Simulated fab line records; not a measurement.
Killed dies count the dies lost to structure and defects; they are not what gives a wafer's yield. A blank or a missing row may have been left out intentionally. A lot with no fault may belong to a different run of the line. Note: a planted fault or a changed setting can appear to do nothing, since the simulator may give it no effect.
fab line records	flow n5_finfet
[record] lots = 7	wafers = 21
route steps=1938 shown BEOL_M14@1743 BEOL_M15@1773 MIM_BOT@1833 MIM_TOP_LITHO@1843 MIM_BOT_ETCH@1868 TV_LITHO@1879 PASSIVATION@1930
start_h: start of the lot's first displayed wafer, in hours after the record's first day	wait_h: time in hours since the lot's previous step	" identical to the entry in the row above	L1.1+2: a single row standing in for several wafers	- no value, or no start given	* or withheld: withheld	< > ~ a bound
route shown NAME@n: names a module that has steps shown in the file, with the first one's number in the route	usual: mean and standard deviation over wafers with no fault	same: alike in all rows	chamber/n: place in a boat	sites: the reading at each site	_std_site: standard deviation across them	_edge_site: outer sites' mean less inner sites'	radius_mm: for every site, how far away it sits from the centre of the wafer	mask NAME#n: copy n	behind: the most recent tool/chamber to have shaped the wafer	hold: reason for holding the lot/hours on hold/outcome of the hold	device: the transistor (n, p or np) that didn't switch	end of line: tests run on the same wafers once the route is complete	where a step has no rows: the recipe by itself	killed: the dies lost at the first sort to structure and to defects; this is not the yield of the wafer	map: a wafer's dies, x killed, . not, _ none there
set.NAME: the setting as run; set.NAME@STEP: as run at that earlier step	model.NAME: the simulator's own value behind a step, which no gauge read
lots where settings were altered on purpose, with a table for each step and a row for each wafer
[[steps]]
[step N5_BEOL_M14_PEB_26]
[recipe] peb_temp_c = 130	peb_time_s = 90
lot.wafer	tool	chamber	start_h	wait_h	set.peb_temp_c
L074.1+2+5	litho_track-04	0	270.69	0.1	130
L078.1	litho_track-01	0	279.51	0.1	128.3
L078.3+6	"	0	"	"	130
L080.1+4+5	litho_track-03	0	294.49	0.1	130
L083.3+6	litho_track-03	0	311.56	0.0	127.5
L083.5	"	0	"	"	130
L085.1+5	litho_track-01	0	311.60	0.1	132.8
L085.6	"	0	"	"	130
L088.2+5	litho_track-03	0	347.89	0.0	126.8
L088.6	"	0	"	"	130
L097.1+2+6	litho_track-03	0	394.11	0.1	130
[step N5_BEOL_M14_DEVELOP_27]
[recipe] develop_time_s = 45	rinse_liquid = diw	dry = air_spin	dev_temp_c = 21
[step N5_BEOL_M14_HARDBAKE_32]
[recipe] temp_c = 130	time_s = 120
[step N5_BEOL_M14_CD_MEAS_28]
[recipe] target_cd_nm = 284.4	landing_energy_ev = 500	detector = se_inlens
[usual] cd_nm = 283.9/2
lot.wafer	tool	chamber	start_h	wait_h	set.dose_mj@BEOL_M14_EXPOSE_25	set.peb_temp_c@BEOL_M14_PEB_26	cd_nm
L074.1	cd_sem-01	0	270.80	-	26.6	130	284.0
L074.2	"	0	"	"	26.6	130	285.1
L074.5	"	0	"	"	26.6	130	280.8
L078.1	cd_sem-01	0	279.63	-	26.6	128.3	271.9
L078.3	"	0	"	"	26.6	130	280.1
L078.6	"	0	"	"	26.6	130	281.0
L080.1	cd_sem-01	0	294.61	-	26.6	130	286.4
L080.4	"	0	"	"	26.6	130	283.1
L080.5	"	0	"	"	26.6	130	284.4
L083.3	cd_sem-02	0	311.67	-	24.95	127.5	261.1
L083.5	"	0	"	"	26.6	130	284.7
L083.6	"	0	"	"	26.6	127.5	271.1
L085.1	cd_sem-03	0	311.71	-	26.6	132.8	290.7
L085.5	"	0	"	"	26.6	132.8	290.8
L085.6	"	0	"	"	26.6	130	279.5
L088.2	cd_sem-03	0	348.01	-	26.6	126.8	267.6
L088.5	"	0	"	"	25.71	126.8	261.7
L088.6	"	0	"	"	26.6	130	285.6
L097.1	cd_sem-02	0	394.23	-	26.6	130	283.0
L097.2	"	0	"	"	25.56	130	279.2
L097.6	"	0	"	"	26.6	130	285.2
[step N5_BEOL_M14_DESCUM_33]
[recipe] chemistry = O2	time_s = 7.9	source_power_w = 50	bias_power_w = 20	pressure_mtorr = 20	rf_frequency_hz = 2.712e+07	temp_c = 40	o2_flow_sccm = 225
lot.wafer	tool	chamber	start_h	wait_h	set.dose_mj@BEOL_M14_EXPOSE_25	set.peb_temp_c@BEOL_M14_PEB_26	model.BEOL_M14.cd_nm
L074.1	rie_diel-02	3	270.89	0.0	26.6	130	284.4
L074.2	"	2	"	"	26.6	130	284.8
L074.5	"	2	"	"	26.6	130	280.8
L078.1	rie_diel-02	0	279.71	0.0	26.6	128.3	272.2
L078.3	"	3	"	"	26.6	130	280.2
L078.6	"	2	"	"	26.6	130	281
L080.1	rie_diel-02	2	294.70	0.0	26.6	130	286
L080.4	"	0	"	"	26.6	130	283.6
L080.5	"	2	"	"	26.6	130	284.6
L083.3	rie_diel-05	1	311.95	0.2	24.95	127.5	261
L083.5	"	3	"	"	26.6	130	284.6
L083.6	"	2	"	"	26.6	127.5	271
L085.1	rie_diel-02	2	312.04	0.3	26.6	132.8	291
L085.5	"	2	"	"	26.6	132.8	290.8
L085.6	"	0	"	"	26.6	130	279.8
L088.2	rie_diel-05	2	348.10	0.0	26.6	126.8	267.6
L088.5	"	2	"	"	25.71	126.8	-
L088.6	"	1	"	"	26.6	130	286
L097.1	rie_diel-06	2	394.31	0.0	26.6	130	283.2
L097.2	"	3	"	"	25.56	130	279
L097.6	"	0	"	"	26.6	130	285.4
[step N5_BEOL_M14_ETCH_67]
[recipe] chemistry = CF4	target = SiARC	target_depth_a = 1430	time_s = 238.3	ion_energy_ev = 80	pressure_mtorr = 40	source_w = 545	bias_w = 36	Ar_flow_sccm = 100	cf4_flow_sccm = 100	ends = cleared
lot.wafer	tool	chamber	start_h	wait_h	set.dose_mj@BEOL_M14_EXPOSE_25	set.peb_temp_c@BEOL_M14_PEB_26	model.BEOL_M14.cd_nm
L074.1	rie_diel-02	3	270.93	0.0	26.6	130	279.6
L074.2	"	2	"	"	26.6	130	281
L074.5	"	2	"	"	26.6	130	276.8
L078.1	rie_diel-02	0	279.75	0.0	26.6	128.3	268.8
L078.3	"	3	"	"	26.6	130	275.6
L078.6	"	2	"	"	26.6	130	277.6
L080.1	rie_diel-02	2	294.73	0.0	26.6	130	282.6
L080.4	"	0	"	"	26.6	130	280.4
L080.5	"	2	"	"	26.6	130	281
L083.3	rie_diel-05	1	311.99	0.0	24.95	127.5	255.8
L083.5	"	3	"	"	26.6	130	280.4
L083.6	"	2	"	"	26.6	127.5	265.8
L085.1	rie_diel-02	2	312.08	0.0	26.6	132.8	286.2
L085.5	"	2	"	"	26.6	132.8	286
L085.6	"	0	"	"	26.6	130	275.8
L088.2	rie_diel-05	2	348.13	0.0	26.6	126.8	262.2
L088.5	"	2	"	"	25.71	126.8	256.6
L088.6	"	1	"	"	26.6	130	281.8
L097.1	rie_diel-06	2	394.35	0.0	26.6	130	278.2
L097.2	"	3	"	"	25.56	130	274.2
L097.6	"	0	"	"	26.6	130	281.2
[step N5_BEOL_M14_ETCH_68]
[recipe] chemistry = N2/H2	target = SOC	mask_material = SiARC	source_w = 3000	bias_w = 350	temp_c = 40	time_s = 450	ion_energy_ev = 200	pressure_mtorr = 30	n2_flow_sccm = 200	h2_flow_sccm = 200
lot.wafer	tool	chamber	start_h	wait_h	set.dose_mj@BEOL_M14_EXPOSE_25	set.peb_temp_c@BEOL_M14_PEB_26	model.BEOL_M14.cd_nm
L074.1	rie_diel-02	3	271.07	0.1	26.6	130	279.2
L074.2	"	2	"	"	26.6	130	278
L074.5	"	2	"	"	26.6	130	274.2
L078.1	rie_diel-02	0	279.89	0.1	26.6	128.3	267.4
L078.3	"	3	"	"	26.6	130	275.2
L078.6	"	2	"	"	26.6	130	273.8
L080.1	rie_diel-02	2	294.88	0.1	26.6	130	280.4
L080.4	"	0	"	"	26.6	130	278.8
L080.5	"	2	"	"	26.6	130	278.4
L083.3	rie_diel-05	1	312.13	0.1	24.95	127.5	254.6
L083.5	"	3	"	"	26.6	130	280.6
L083.6	"	2	"	"	26.6	127.5	266.8
L085.1	rie_diel-02	2	312.22	0.1	26.6	132.8	285.8
L085.5	"	2	"	"	26.6	132.8	285.2
L085.6	"	0	"	"	26.6	130	274.4
L088.2	rie_diel-05	2	348.28	0.1	26.6	126.8	261.2
L088.5	"	2	"	"	25.71	126.8	255.8
L088.6	"	1	"	"	26.6	130	280.8
L097.1	rie_diel-06	2	394.50	0.1	26.6	130	277.6
L097.2	"	3	"	"	25.56	130	272.4
L097.6	"	0	"	"	26.6	130	280.6
[step N5_BEOL_M14_SPUTTER_44]
[recipe] material = Ta	target_thk_a = 150	temp_c = 50	bias_v = 80	power_w = 15000	chamber_pressure_pa = 0.07	time_s = 24.19
lot.wafer	tool	chamber	start_h	wait_h	set.time_s	model.Ta_of_BEOL_M14_SPUTTER_44.thk_nm
L074.1	pvd_sputter-01	-	273.58	0.0	24.19	14.8
L074.2+5	"	-	"	"	24.19	15
L078.1	pvd_sputter-02	-	281.71	0.0	24.19	15
L078.3	"	-	"	"	21.05	13.2
L078.6	"	-	"	"	24.19	15.2
L080.1	pvd_sputter-01	-	300.94	0.0	26.95	17
L080.4	"	-	"	"	24.19	15.2
L080.5	"	-	"	"	26.95	16.6
L083.3+6	pvd_sputter-02	-	314.52	0.0	24.19	15.2
L083.5	"	-	"	"	24.19	15
L085.1	pvd_sputter-03	-	314.72	0.0	24.19	14.8
L085.5	"	-	"	"	26.25	16.6
L085.6	"	-	"	"	24.19	15.2
L088.2	pvd_sputter-02	-	350.01	0.0	22.35	13.8
L088.5	"	-	"	"	24.19	15.4
L088.6	"	-	"	"	24.19	15
L097.1	pvd_sputter-03	-	395.63	0.0	24.19	14.6
L097.2	"	-	"	"	24.19	15
L097.6	"	-	"	"	21.35	13.4
[step N5_BEOL_M15_ILD_DEP_00]
[recipe] material = SiO2	target_thk_a = 16293	temp_c = 400	precursor = TEOS/O2	pressure_torr = 6.5	rf_w = 900	teos_flow_sccm = 161.4	gas = O2	flow_sccm = 2650	time_s = 346.1
lot.wafer	tool	chamber	start_h	wait_h	set.time_s	model.SiO2_of_BEOL_M15_ILD_DEP_00.thk_nm
L074.1	pecvd-04	1	274.75	0.0	346.1	1610
L074.2	"	2	"	"	346.1	1647
L074.5	"	1	"	"	346.1	1641
L078.1	pecvd-01	0	282.90	0.0	346.1	1618
L078.3	"	2	"	"	327.4	1501
L078.6	"	1	"	"	346.1	1621
L080.1	pecvd-02	2	302.11	0.0	346.1	1613
L080.4	"	0	"	"	346.1	1560
L080.5	"	1	"	"	346.1	1629
L083.3	pecvd-04	0	315.71	0.0	346.1	1630
L083.5	"	1	"	"	299.6	1410
L083.6	"	2	"	"	299.6	1439
L085.1	pecvd-01	2	315.93	0.0	346.1	1624
L085.5	"	0	"	"	346.1	1661
L085.6	"	2	"	"	346.1	1649
L088.2	pecvd-01	2	351.45	0.0	363.1	1675
L088.5	"	0	"	"	363.1	1749
L088.6	"	2	"	"	363.1	1693
L097.1	pecvd-02	0	396.80	0.0	301.9	1368
L097.2	"	2	"	"	346.1	1617
L097.6	"	0	"	"	346.1	1601
[step N5_BEOL_M15_THK_MEAS_01]
[recipe] reads = SiO2_of_BEOL_M15_ILD_DEP_00
[usual] M15_ILD_THK = 1627/32
lot.wafer	tool	chamber	start_h	wait_h	set.time_s@BEOL_M15_ILD_DEP_00	M15_ILD_THK[nm]
L074.1	film_metro-01	-	275.00	0.1	346.1	1611
L074.2	"	-	"	"	346.1	1647
L074.5	"	-	"	"	346.1	1640
L078.1	film_metro-01	-	283.15	0.1	346.1	1619
L078.3	"	-	"	"	327.4	1501
L078.6	"	-	"	"	346.1	1621
L080.1	film_metro-02	-	302.36	0.1	346.1	1612
L080.4	"	-	"	"	346.1	1561
L080.5	"	-	"	"	346.1	1629
L083.3	film_metro-02	-	315.96	0.1	346.1	1629
L083.5	"	-	"	"	299.6	1410
L083.6	"	-	"	"	299.6	1439
L085.1	film_metro-01	-	316.18	0.1	346.1	1623
L085.5	"	-	"	"	346.1	1660
L085.6	"	-	"	"	346.1	1650
L088.2	film_metro-01	-	351.70	0.1	363.1	1675
L088.5	"	-	"	"	363.1	1749
L088.6	"	-	"	"	363.1	1694
L097.1	film_metro-01	-	397.16	0.2	301.9	1368
L097.2	"	-	"	"	346.1	1618
L097.6	"	-	"	"	346.1	1601
[step N5_BEOL_M15_COAT_58]
[recipe] resist = BARC	temp_c = 205	time_s = 60	spin_rpm = 1500	resist_thk_nm = 89
[step N5_BEOL_M15_COAT_04]
[recipe] spin_rpm = 1704	resist_thk_nm = 800
[step N5_BEOL_M15_DESCUM_15]
[recipe] chemistry = O2	time_s = 7.9	source_power_w = 50	bias_power_w = 20	pressure_mtorr = 20	rf_frequency_hz = 2.712e+07	temp_c = 40	o2_flow_sccm = 225
[step N5_BEOL_M15_ETCH_59]
[recipe] chemistry = N2/H2	target = BARC	target_depth_a = 890	overetch_a = 267	time_s = 67.9	ion_energy_ev = 200	pressure_mtorr = 30	source_w = 840	bias_w = 150	n2_flow_sccm = 200	h2_flow_sccm = 200
[step N5_BEOL_M15_VIA_ETCH_16]
[recipe] chemistry = C4F8/O2/Ar	target = SiO2	he_inner_torr = 15	he_outer_torr = 30	target_depth_a = 17922	time_s = withheld	ion_energy_ev = 800	pressure_mtorr = 20	source_w = 1905	bias_w = 2040	Ar_flow_sccm = 400	C4F8_flow_sccm = 16	O2_flow_sccm = 12	ends = cleared
lot.wafer	tool	chamber	start_h	wait_h	set.time_s@BEOL_M15_ILD_DEP_00	model.etch.depth_nm	model.coat_of_BEOL_M15_COAT_04.thk_nm
L074.1	rie_diel-03	2	275.49	0.0	*	1610	328.6
L074.2	"	3	"	"	*	1647	329
L074.5	"	3	"	"	*	1641	331.2
L078.1	rie_diel-03	1	283.74	0.0	*	1618	342.6
L078.3	"	2	"	"	*	1501	356
L078.6	"	3	"	"	*	1621	337.8
L080.1	rie_diel-04	3	302.84	0.0	*	1613	340.8
L080.4	"	2	"	"	*	1560	354.6
L080.5	"	0	"	"	*	1629	331
L083.3	rie_diel-03	2	316.46	0.0	*	1630	329.8
L083.5	"	1	"	"	*	1410	395
L083.6	"	0	"	"	*	1439	377.2
L085.1	rie_diel-04	3	316.66	0.0	*	1624	334.8
L085.5	"	1	"	"	*	1661	315.6
L085.6	"	0	"	"	*	1649	322.8
L088.2	rie_diel-03	0	352.18	0.0	*	1675	315.4
L088.5	"	1	"	"	*	1749	312.6
L088.6	"	2	"	"	*	1693	309.6
L097.1	rie_diel-04	1	397.64	0.0	*	1368	388.2
L097.2	"	0	"	"	*	1617	329.6
L097.6	"	2	"	"	*	1601	346
[step N5_MIM_BOT_SPUTTER_00]
[recipe] material = TiN	target_thk_a = 350	temp_c = 200	power_w = 3000	chamber_pressure_pa = 0.49996	gas = Ar	reactive_partial_pa = 0.37997	time_s = 89.7
lot.wafer	tool	chamber	start_h	wait_h	set.power_w	model.TiN_of_MIM_BOT_SPUTTER_00.thk_nm
L074.1	pvd_sputter-03	-	286.57	0.0	3000	34
L074.2+5	"	-	"	"	3000	34.8
L078.1+6	pvd_sputter-03	-	290.83	0.0	3000	35.2
L078.3	"	-	"	"	3363	38.4
L080.1	pvd_sputter-02	-	308.98	0.0	3000	35
L080.4	"	-	"	"	3000	35.2
L080.5	"	-	"	"	3000	35.4
L083.3	pvd_sputter-02	-	323.36	0.0	3000	34.8
L083.5	"	-	"	"	3143	37
L083.6	"	-	"	"	3143	36.4
L085.1	pvd_sputter-01	-	323.60	0.0	2490	28.8
L085.5	"	-	"	"	2490	30
L085.6	"	-	"	"	2490	29.2
L088.2+6	pvd_sputter-02	-	362.21	0.0	3000	34.8
L088.5	"	-	"	"	3000	34.2
L097.1	pvd_sputter-03	-	411.46	0.0	3000	34.6
L097.2	"	-	"	"	3272	37
L097.6	"	-	"	"	3272	37.6
[step N5_MIM_TOP_LITHO_EXPOSE_05]
[recipe] mask_id = MIM_TOP	na = 0.55	source_shape = conventional	sigma_outer = 0.8	polarization = unpolarized	target_cd_nm = 2000	dose_mj = 20.5
lot.wafer	tool	chamber	start_h	wait_h	mask	set.dose_mj
L074.1+2+5	krf_scanner-01	0	288.69	-	MIM_TOP#0	20.5
L078.1+3	krf_scanner-01	0	293.37	-	MIM_TOP#0	20.5
L078.6	"	0	"	"	MIM_TOP#0	21.55
L080.1	krf_scanner-01	0	311.13	-	MIM_TOP#0	21.35
L080.4+5	"	0	"	"	MIM_TOP#0	20.5
L083.3+5+6	krf_scanner-01	0	324.22	-	MIM_TOP#0	20.5
L085.1	krf_scanner-02	0	326.49	-	MIM_TOP#0	20.5
L085.5+6	"	0	"	"	MIM_TOP#0	19.84
L088.2+5	krf_scanner-02	0	363.53	-	MIM_TOP#0	20.5
L088.6	"	0	"	"	MIM_TOP#0	21.27
L097.1+2+6	krf_scanner-02	0	412.46	-	MIM_TOP#0	21.2
[step N5_MIM_TOP_LITHO_PEB_06]
[recipe] peb_temp_c = withheld	peb_time_s = *
[step N5_MIM_TOP_LITHO_DEVELOP_07]
[recipe] develop_time_s = 60	rinse_liquid = diw	dry = air_spin	dev_temp_c = 21
[step N5_MIM_TOP_LITHO_HARDBAKE_09]
[recipe] temp_c = 130	time_s = 120
[step N5_MIM_TOP_LITHO_CD_MEAS_08]
[recipe] target_cd_nm = 2000	landing_energy_ev = 500	detector = se_inlens
[usual] cd_nm = 1999.8/2.8
lot.wafer	tool	chamber	start_h	wait_h	set.dose_mj@MIM_TOP_LITHO_EXPOSE_05	cd_nm
L074.1	cd_sem-02	0	288.86	-	20.5	1998.9
L074.2	"	0	"	"	20.5	2000.6
L074.5	"	0	"	"	20.5	1997.7
L078.1	cd_sem-01	0	293.54	-	20.5	1999.0
L078.3	"	0	"	"	20.5	1994.9
L078.6	"	0	"	"	21.55	1991.3
L080.1	cd_sem-03	0	311.31	-	21.35	1988.6
L080.4	"	0	"	"	20.5	2000.0
L080.5	"	0	"	"	20.5	1997.3
L083.3	cd_sem-01	0	324.39	-	20.5	2000.4
L083.5	"	0	"	"	20.5	2002.9
L083.6	"	0	"	"	20.5	2001.3
L085.1	cd_sem-03	0	326.67	-	20.5	2000.6
L085.5	"	0	"	"	19.84	2004.1
L085.6	"	0	"	"	19.84	2007.0
L088.2	cd_sem-01	0	363.71	-	20.5	1996.0
L088.5	"	0	"	"	20.5	1999.6
L088.6	"	0	"	"	21.27	1989.8
L097.1	cd_sem-01	0	412.63	-	21.2	1993.2
L097.2	"	0	"	"	21.2	1990.4
L097.6	"	0	"	"	21.2	1990.5
[step N5_MIM_BOT_ETCH_ETCH_00]
[recipe] chemistry = Cl2/BCl3	target = TiN	target_depth_a = 455	ion_energy_ev = 150	pressure_mtorr = 10	icp_w = 1000	bias_w = 126	Cl2_flow_sccm = 53.25	bcl3_flow_sccm = 21.75	Ar_flow_sccm = 25
lot.wafer	tool	chamber	start_h	wait_h	set.bias_w	model.etch.depth_nm
L074.1	rie_metal-03	0	290.25	0.1	126	45.14
L074.2	"	1	"	"	126	45.49
L074.5	"	0	"	"	126	45.5
L078.1	rie_metal-02	1	294.74	0.1	109.4	42.99
L078.3	"	0	"	"	109.4	43.66
L078.6	"	1	"	"	126	44.97
L080.1	rie_metal-02	1	312.42	0.1	126	45.81
L080.4	"	1	"	"	126	45.76
L080.5	"	0	"	"	126	46.93
L083.3+5	rie_metal-01	1	325.78	0.1	146	47.28
L083.6	"	0	"	"	126	44.74
L085.1	rie_metal-02	1	328.03	0.1	126	45.87
L085.5	"	1	"	"	126	45.69
L085.6	"	1	"	"	126	45.76
L088.2	rie_metal-01	1	364.92	0.1	144.9	47.7
L088.5	"	1	"	"	144.9	47.61
L088.6	"	0	"	"	126	44.79
L097.1	rie_metal-01	0	413.89	0.1	126	44.02
L097.2	"	1	"	"	143.9	47.94
L097.6	"	0	"	"	126	43.8
[step N5_PASSIVATION_EXPOSE_07]
[recipe] mask_id = TV	na = 0.55	source_shape = conventional	sigma_outer = 0.8	polarization = unpolarized	defocus_nm = 0	target_cd_nm = 3000	dose_mj = 22.75
lot.wafer	tool	chamber	start_h	wait_h	mask	set.dose_mj
L074.1+2+5	krf_scanner-01	0	292.30	-	TV#0	22.75
L078.1+3	krf_scanner-01	0	304.71	-	TV#0	22.75
L078.6	"	0	"	"	TV#0	22.24
L080.1	krf_scanner-01	0	313.34	-	TV#0	22.75
L080.4+5	"	0	"	"	TV#0	23.87
L083.3+6	krf_scanner-02	0	327.30	-	TV#0	24
L083.5	"	0	"	"	TV#0	22.75
L085.1+6	krf_scanner-01	0	330.39	-	TV#0	21.45
L085.5	"	0	"	"	TV#0	22.75
L088.2+6	krf_scanner-02	0	366.21	-	TV#0	22.75
L088.5	"	0	"	"	TV#0	23.33
L097.1+2	krf_scanner-02	0	415.54	-	TV#0	21.96
L097.6	"	0	"	"	TV#0	22.75
[step N5_PASSIVATION_PEB_08]
[recipe] peb_temp_c = withheld	peb_time_s = *
[step N5_PASSIVATION_DEVELOP_09]
[recipe] develop_time_s = 60	rinse_liquid = diw	dry = air_spin	dev_temp_c = 21
[step N5_PASSIVATION_HARDBAKE_11]
[recipe] temp_c = 130	time_s = 120
[step N5_PASSIVATION_CD_MEAS_10]
[recipe] target_cd_nm = 3000	landing_energy_ev = 500	detector = se_inlens
[usual] cd_nm = 3002.4/2.7
lot.wafer	tool	chamber	start_h	wait_h	set.dose_mj@PASSIVATION_EXPOSE_07	cd_nm
L074.1	cd_sem-01	0	292.48	-	22.75	3006.0
L074.2	"	0	"	"	22.75	2999.7
L074.5	"	0	"	"	22.75	3002.6
L078.1	cd_sem-03	0	304.89	-	22.75	3005.5
L078.3	"	0	"	"	22.75	3002.5
L078.6	"	0	"	"	22.24	2992.2
L080.1	cd_sem-01	0	313.52	-	22.75	2997.0
L080.4	"	0	"	"	23.87	3011.8
L080.5	"	0	"	"	23.87	3011.2
L083.3	cd_sem-01	0	327.47	-	24	3018.7
L083.5	"	0	"	"	22.75	3004.1
L083.6	"	0	"	"	24	3017.0
L085.1	cd_sem-02	0	330.57	-	21.45	2986.1
L085.5	"	0	"	"	22.75	3005.6
L085.6	"	0	"	"	21.45	2990.1
L088.2	cd_sem-03	0	366.38	-	22.75	3006.9
L088.5	"	0	"	"	23.33	3010.7
L088.6	"	0	"	"	22.75	3007.2
L097.1	cd_sem-01	0	415.72	-	21.96	2992.5
L097.2	"	0	"	"	21.96	2985.3
L097.6	"	0	"	"	22.75	2999.3
[step N5_PASSIVATION_ETCH_54]
[recipe] chemistry = CHF3/O2	target = SiO2	target_depth_a = 8800	CHF3_flow_sccm = 50	O2_flow_sccm = 5	Ar_flow_sccm = 200	time_s = 440	mask_material = PR	pressure_mtorr = 30	source_w = 650	bias_w = 170	ion_energy_ev = 200
lot.wafer	tool	chamber	start_h	wait_h	set.time_s	model.PASSIVATION.feature_depth_nm	model.etch.depth_nm
L074.1	rie_diel-05	1	296.64	0.1	440	910.6	910.7
L074.2	"	3	"	"	440	860.4	860.4
L074.5	"	1	"	"	440	906.6	906.5
L078.1	rie_diel-05	3	308.93	0.1	440	861.4	861.5
L078.3	"	1	"	"	440	906.2	906.1
L078.6	"	3	"	"	440	851.8	851.7
L080.1	rie_diel-06	0	318.42	0.1	440	888	887.9
L080.4	"	3	"	"	440	866	866
L080.5	"	3	"	"	440	870.8	870.7
L083.3	rie_diel-06	0	332.50	0.1	440	900	900
L083.5	"	2	"	"	440	911.4	911.4
L083.6	"	1	"	"	508.6	1016	1016
L085.1	rie_diel-02	2	334.31	0.1	440	858.8	858.7
L085.5	"	2	"	"	440	859.4	859.4
L085.6	"	1	"	"	376	747.2	747.3
L088.2	rie_diel-06	2	372.09	0.1	440	910.4	910.4
L088.5	"	1	"	"	440	879.6	879.6
L088.6	"	0	"	"	440	886.8	886.8
L097.1	rie_diel-02	0	419.73	0.1	490.6	1002	1002
L097.2	"	2	"	"	490.6	959.2	959.3
L097.6	"	3	"	"	440	924.6	924.6
[[key]]
[split] step = N5_BEOL_M14_PEB_26	setting = peb_temp_c	stated = 130	by = wafer
[response] step = N5_BEOL_M14_CD_MEAS_28	reading = cd_nm	change = +7.63	per = 1%	r = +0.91
[response] step = N5_BEOL_M14_DESCUM_33	reading = model.BEOL_M14.cd_nm	change = +7.17	per = 1%	r = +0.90
[response] step = N5_BEOL_M14_ETCH_67	reading = model.BEOL_M14.cd_nm	change = +7.77	per = 1%	r = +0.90
[response] step = N5_BEOL_M14_ETCH_68	reading = model.BEOL_M14.cd_nm	slope = +6.6	per = 1%	together_with = dose_mj@BEOL_M14_EXPOSE_25	explained = 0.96
[split] step = N5_BEOL_M14_SPUTTER_44	setting = time_s	stated = 24.19	by = wafer
[response] step = N5_BEOL_M14_SPUTTER_44	reading = model.Ta_of_BEOL_M14_SPUTTER_44.thk_nm	change = +0.148	per = 1%	r = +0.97
[split] step = N5_BEOL_M15_ILD_DEP_00	setting = time_s	stated = 346.1	by = wafer
[response] step = N5_BEOL_M15_ILD_DEP_00	reading = model.SiO2_of_BEOL_M15_ILD_DEP_00.thk_nm	change = +17.4	per = 1%	r = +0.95
[response] step = N5_BEOL_M15_THK_MEAS_01	reading = M15_ILD_THK	change = +17.4	per = 1%	r = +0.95
[response] step = N5_BEOL_M15_VIA_ETCH_16	reading = model.etch.depth_nm	change = +17.3	per = 1%	r = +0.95
[response] step = N5_BEOL_M15_VIA_ETCH_16	reading = model.coat_of_BEOL_M15_COAT_04.thk_nm	change = -3.98	per = 1%	r = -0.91
[split] step = N5_MIM_BOT_SPUTTER_00	setting = power_w	stated = 3000	by = wafer
[response] step = N5_MIM_BOT_SPUTTER_00	reading = model.TiN_of_MIM_BOT_SPUTTER_00.thk_nm	change = +0.287	per = 1%	r = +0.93
[split] step = N5_MIM_TOP_LITHO_EXPOSE_05	setting = dose_mj	stated = 20.5	by = wafer
[response] step = N5_MIM_TOP_LITHO_CD_MEAS_08	reading = cd_nm	change = -1.72	per = 1%	r = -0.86
[split] step = N5_MIM_BOT_ETCH_ETCH_00	setting = bias_w	stated = 126	by = wafer
[response] step = N5_MIM_BOT_ETCH_ETCH_00	reading = model.etch.depth_nm	change = +0.19	per = 1%	r = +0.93
[split] step = N5_PASSIVATION_EXPOSE_07	setting = dose_mj	stated = 22.75	by = wafer
[response] step = N5_PASSIVATION_CD_MEAS_10	reading = cd_nm	change = +2.88	per = 1%	r = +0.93
[split] step = N5_PASSIVATION_ETCH_54	setting = time_s	stated = 440	by = wafer
[response] step = N5_PASSIVATION_ETCH_54	reading = model.PASSIVATION.feature_depth_nm	change = +6.81	per = 1%	r = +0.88
[response] step = N5_PASSIVATION_ETCH_54	reading = model.etch.depth_nm	change = +6.81	per = 1%	r = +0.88
split outside_this_file step=N5_BEOL_M14_EXPOSE_25 setting=dose_mj
// split outside_this_file: this setting was split too, and the file shows its column; the key of that split is in another file
